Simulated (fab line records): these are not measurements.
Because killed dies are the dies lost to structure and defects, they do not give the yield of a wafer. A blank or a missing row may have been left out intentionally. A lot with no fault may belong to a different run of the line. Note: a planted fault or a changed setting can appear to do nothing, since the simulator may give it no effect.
Chamber matching || flow n5-finfet || rie-diel-01 running N5_BEOL_M10_DESCUM_16: 4 sister chambers
The step chemistry O2, time 7.9 s. 4 wafers are shown with their chamber, then 9 later ones without.

## WAFERS, EACH WITH ITS CHAMBER
{"wafer": "L080.4", "chamber": 0, "showerhead-plenum-p-Torr (Torr)": 2.02}
{"wafer": "L084.5", "chamber": 1, "showerhead-plenum-p-Torr (Torr)": 2.04}
{"wafer": "L086.4", "chamber": 3, "showerhead-plenum-p-Torr (Torr)": 2.22}
{"wafer": "L086.5", "chamber": 2, "showerhead-plenum-p-Torr (Torr)": 2.02}

## WAFERS WITHOUT THEIR CHAMBER
{"wafer": "L090.1", "showerhead-plenum-p-Torr (Torr)": 2.04}
{"wafer": "L090.4", "showerhead-plenum-p-Torr (Torr)": 2.04}
{"wafer": "L090.6", "showerhead-plenum-p-Torr (Torr)": 2.02}
{"wafer": "L091.1", "showerhead-plenum-p-Torr (Torr)": 2.21}
{"wafer": "L091.2", "showerhead-plenum-p-Torr (Torr)": 2.01}
{"wafer": "L091.4", "showerhead-plenum-p-Torr (Torr)": 2.04}
{"wafer": "L093.2", "showerhead-plenum-p-Torr (Torr)": 2.03}
{"wafer": "L093.4", "showerhead-plenum-p-Torr (Torr)": 2.03}
{"wafer": "L093.6", "showerhead-plenum-p-Torr (Torr)": 2.01}

## CHAMBER TAKEN BY EACH
{"wafer": "L090.1", "from the rows above": 1, "in truth": 1}
{"wafer": "L090.4", "from the rows above": 1, "in truth": 1}
{"wafer": "L090.6", "from the rows above": "can't be placed: 0 or 2", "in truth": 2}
{"wafer": "L091.1", "from the rows above": 3, "in truth": 3}
{"wafer": "L091.2", "from the rows above": "can't be placed: 0 or 2", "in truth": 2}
{"wafer": "L091.4", "from the rows above": 1, "in truth": 1}
{"wafer": "L093.2", "from the rows above": "can't be placed: 0 or 2 or 1", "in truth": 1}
{"wafer": "L093.4", "from the rows above": "can't be placed: 0 or 2 or 1", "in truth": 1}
{"wafer": "L093.6", "from the rows above": "can't be placed: 0 or 2", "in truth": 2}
Placed correctly: 4 of 9. Not placeable from these rows: 5 (in 5, the candidates include the true chamber). Wrongly placed: 0.
How it was worked out, from the rows above alone: a wafer's distance from a chamber is the root of the sum, over the readings, of the square of ((its reading less the chamber's mean) divided by the reading's scatter). If the next closest chamber is less than 2 further off than the closest, the wafer can't be placed; otherwise it belongs to the closest. The mean given for a chamber averages the wafers shown for that chamber. The scatter: with one shown wafer a chamber, the root of the mean of the squares of how far each hidden wafer lies from its nearest shown one.
